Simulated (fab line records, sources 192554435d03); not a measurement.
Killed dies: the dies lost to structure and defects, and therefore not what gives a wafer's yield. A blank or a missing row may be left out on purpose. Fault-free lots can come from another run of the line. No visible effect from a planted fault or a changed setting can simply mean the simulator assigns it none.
Split-lot experiment | flow n5-finfet | route with 1938 steps; 7 lots, 21 wafers read

ON THE SPLIT
At N5_BEOL_M2_COAT_62 (time 60 s, resist thk 12 nm), the setting spin-rpm was moved away from the recipe's 1500 rpm on 10 of the 21 wafers read, by -10.0% to +9.7%. This setting was run at the recipe's value on the other wafers.

FROM THE SPLIT TO THE READING: what the file shows between them, 5 steps
- N5_BEOL_M2_COAT_73: time 60 s, resist thk 5 nm
- N5_BEOL_M2_COAT_05: resist thk 30 nm
- N5_BEOL_M2_DESCUM_16: chemistry O2, time 7 s
- N5_BEOL_M2_ETCH_74: etches underlayer in N2/H2, target depth 6.5 nm, time 5.2 s
- N5_BEOL_M2_ETCH_63: etches SiARC in CF4, target depth 15.6 nm, time 26 s

THE READING
SiARC_of_BEOL_M2_COAT_62.thk-nm (the simulator's own value, which no gauge read), in nm, at N5_BEOL_M2_ETCH_64 (etches SOC in N2/H2, target depth 75 nm, overetch 22.5 nm, time 121.9 s). The file does not state a usual value for it. The 11 wafers here that ran the recipe average 6.2 nm, standard deviation 0.21 nm.

wafer  | tool, chamber at the split | spin-rpm as run, rpm | against the recipe | SiARC_of_BEOL_M2_COAT_62.thk-nm, nm | against lot-mates on the recipe
L078.3 | litho-track-01, 0          | 1350                 | -10.0%             | 6.8                                 | +0.8
L078.4 | litho-track-01, 0          | 1350                 | -10.0%             | 7.2                                 | +1.2
L078.5 | litho-track-01, 0          | 1500                 | recipe             | 6                                   | -
L080.1 | litho-track-05, 0          | 1500                 | recipe             | 6                                   | -
L080.3 | litho-track-05, 0          | 1500                 | recipe             | 6                                   | -
L080.6 | litho-track-05, 0          | 1500                 | recipe             | 6                                   | -
L081.1 | litho-track-01, 0          | 1500                 | recipe             | 6.4                                 | -
L081.2 | litho-track-01, 0          | 1500                 | recipe             | 6.4                                 | -
L081.3 | litho-track-01, 0          | 1500                 | recipe             | 6.4                                 | -
L083.2 | litho-track-05, 0          | 1552                 | +3.5%              | 6.2                                 | no lot-mate on the recipe
L083.5 | litho-track-05, 0          | 1552                 | +3.5%              | 6.2                                 | no lot-mate on the recipe
L083.3 | litho-track-05, 0          | 1552                 | +3.5%              | 6                                   | no lot-mate on the recipe
L089.2 | litho-track-04, 0          | 1645                 | +9.7%              | 5.8                                 | -0.4
L089.4 | litho-track-04, 0          | 1645                 | +9.7%              | 5.8                                 | -0.4
L089.6 | litho-track-04, 0          | 1500                 | recipe             | 6.2                                 | -
L090.2 | litho-track-05, 0          | 1443                 | -3.8%              | 6.6                                 | +0.0
L090.5 | litho-track-05, 0          | 1443                 | -3.8%              | 6.6                                 | +0.0
L090.3 | litho-track-05, 0          | 1500                 | recipe             | 6.6                                 | -
L096.2 | litho-track-04, 0          | 1500                 | recipe             | 6.4                                 | -
L096.3 | litho-track-04, 0          | 1500                 | recipe             | 6.2                                 | -
L096.4 | litho-track-04, 0          | 1623                 | +8.2%              | 5.8                                 | -0.5

THE FIT
A straight line over all 21 wafers: SiARC_of_BEOL_M2_COAT_62.thk-nm changes by -0.0612 nm for each +1% of spin-rpm; r = -0.86; the points scatter about the line by 0.19 nm.
The same after taking each lot's own level away (the mean of its wafers on the recipe; 18 wafers): -0.0659 nm for each +1%; r = -0.89; scatter 0.18 nm.
That fit puts the effect of the largest move of spin-rpm on the reading at 0.66 nm.
The lots' own levels span 6.00 to 6.60 nm, that is 2.9 times the standard deviation above.
The two slopes agree, so the slope changes little with the lot-to-lot level.
Check: +0.661 nm against its lot-mates is what the line predicts for one of the wafers moved furthest among these (-10.0%) when that wafer is left out of the fit. It came out at +0.8 nm against them.

THE WHOLE CHAIN: every reading that the file lists as answering this split, in the file's order
step               | what it does                                                            | reading                                                                          | change (the file's fit)                | r (the file's)
N5_BEOL_M2_COAT_62 | time 60 s, resist thk 12 nm                                             | SiARC_of_BEOL_M2_COAT_62.thk-nm (the simulator's own value, which no gauge read) | -0.0612 nm for each +1% of the setting | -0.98
N5_BEOL_M2_ETCH_63 | etches SiARC in CF4, target depth 15.6 nm, time 26 s                    | etch.depth-nm (the simulator's own value, which no gauge read)                   | -0.0601 nm for each +1% of the setting | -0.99
N5_BEOL_M2_ETCH_64 | etches SOC in N2/H2, target depth 75 nm, overetch 22.5 nm, time 121.9 s | SiARC_of_BEOL_M2_COAT_62.thk-nm (the simulator's own value, which no gauge read) | -0.0653 nm for each +1% of the setting | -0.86

FILE'S OWN FIT
SiARC_of_BEOL_M2_COAT_62.thk-nm changes by -0.0653 nm for each +1% of spin-rpm, r = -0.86.
